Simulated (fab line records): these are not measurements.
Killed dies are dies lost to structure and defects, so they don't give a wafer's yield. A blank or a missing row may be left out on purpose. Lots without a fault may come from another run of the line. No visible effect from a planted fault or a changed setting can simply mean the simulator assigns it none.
A single fault, viewed from 2 desks + flow n5Finfet + every desk sees just its own numbers, and what lay behind them comes last

## FOR THE TOOL OWNER'S DESK: rieDiel-06
The tool's own readings at N5_BEOL_M4_ETCH_69 (etches SiARC in CF4, target depth 15.6 nm, time 26 s): means of the sampled wafers that have a number, for each lot that ran on this tool. Marked OUT: a lot whose mean sits more than 4 standard deviations from the usual mean, which makes it out of limits; the brackets give that distance. Shown are 7 of the 8 readings it has, namely the first that went out of limits plus those furthest out on some lot.
Columns: A = cf4FlowSccm at N5_BEOL_M4_ETCH_69, usual 100.0 sccm; B = chamberPressureMTorr at N5_BEOL_M4_ETCH_69, usual 40.00 mTorr; C = drypumpMotorCurrentA at N5_BEOL_M4_ETCH_69, usual 5.7 A; D = etchRfOnTimeS at N5_BEOL_M4_ETCH_69, usual 25.9 s; E = oesProductAu at N5_BEOL_M4_ETCH_69, usual 0.69 a.u.; F = showerheadPlenumPTorr at N5_BEOL_M4_ETCH_69, usual 2.12 Torr; G = throttleValvePct at N5_BEOL_M4_ETCH_69, usual 15.49 %
| lot  | first seen here | A               | B     | C   | D    | E    | F    | G                |
|------|-----------------|-----------------|-------|-----|------|------|------|------------------|
| L780 | day 9 15:41     | 100.3           | 40.03 | 6.2 | 24.7 | 0.65 | 2.09 | 15.79            |
| L783 | day 9 22:38     | 99.6            | 39.99 | 5.6 | 26.2 | 0.59 | 2.05 | 15.83            |
| L786 | day 10 16:55    | 99.9            | 40.04 | 6.6 | 25.4 | 0.81 | 2.10 | 15.48            |
| L784 | day 10 20:30    | 130.2 (+94) OUT | 39.99 | 6.2 | 24.8 | 0.73 | 2.26 | 16.73 (+5.2) OUT |
| L788 | day 11 09:17    | 130.1 (+94) OUT | 40.01 | 6.5 | 23.9 | 0.78 | 2.27 | 16.64 (+4.8) OUT |
This desk finds L784, L788 out of limits, L784 being first, at day 10 20:30 (cf4FlowSccm at N5_BEOL_M4_ETCH_69). In limits: L780, L783, L786.

## THE METROLOGY DESK
Lot by lot, what the gauges showed, no matter which tool ran the lot: averages of those sampled wafers that carry a number. Marked OUT: a lot whose mean sits more than 4 standard deviations from the usual mean, which makes it out of limits; the brackets give that distance. Only the readings that lie furthest out on some lot appear, 7 of the 10 it has.
Columns: A = DIBL_N at N5_BEOL_M4_RC_MEAS_101, usual 36.0 mV/V; B = IOFF_P at N5_BEOL_M4_RC_MEAS_101, usual 0.21 nA/um; C = ION_N at N5_BEOL_M4_RC_MEAS_101, usual 673 uA/um; D = ION_P at N5_BEOL_M4_RC_MEAS_101, usual 461 uA/um; E = SS_P at N5_BEOL_M4_RC_MEAS_101, usual 73.4 mV/dec; F = VT_N at N5_BEOL_M4_RC_MEAS_101, usual 250 mV; G = VT_P at N5_BEOL_M4_RC_MEAS_101, usual -251 mV
| lot  | first seen here | A    | B    | C   | D   | E    | F   | G    |
|------|-----------------|------|------|-----|-----|------|-----|------|
| L780 | day 9 20:40     | 32.7 | 0.19 | 659 | 453 | 72.7 | 251 | -252 |
| L783 | day 10 04:03    | 36.9 | 0.20 | 661 | 456 | 73.7 | 252 | -253 |
| L786 | day 10 23:24    | 36.1 | 0.19 | 663 | 451 | 73.4 | 253 | -251 |
| L784 | day 11 02:02    | 37.2 | 0.23 | 683 | 463 | 73.6 | 248 | -251 |
| L788 | day 12 02:37    | 36.1 | 0.22 | 677 | 465 | 73.6 | 250 | -250 |
| L794 | day 13 17:27    | 36.7 | 0.24 | 687 | 470 | 73.5 | 247 | -247 |
| L795 | day 14 07:53    | 35.8 | 0.22 | 682 | 470 | 73.5 | 247 | -250 |
| L796 | day 14 13:20    | 36.0 | 0.17 | 668 | 454 | 73.2 | 252 | -256 |
This desk found nothing out of limits on any of the 8 lots.

## PUT TOGETHER
At day 10 20:30, on L784, L788, the tool owner's desk was in a position to raise an alarm.
From the metrology desk's view, nothing was out of limits.
The metrology desk has L784, L788 on record, within its limits.
Of the lots named, all ran N5_BEOL_M4_ETCH_69 on rieDiel-06.

## WHAT HAD BEEN PUT IN BY THE SIMULATOR
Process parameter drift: rieDiel-06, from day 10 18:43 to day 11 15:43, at N5_BEOL_M4_ETCH_69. From 100, the setting cf4FlowSccm moved by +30. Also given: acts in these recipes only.
Lots struck among those shown: L784, L788.
Delay in hours, fault start to first out-of-limits reading, by desk: the tool owner's desk at 2.
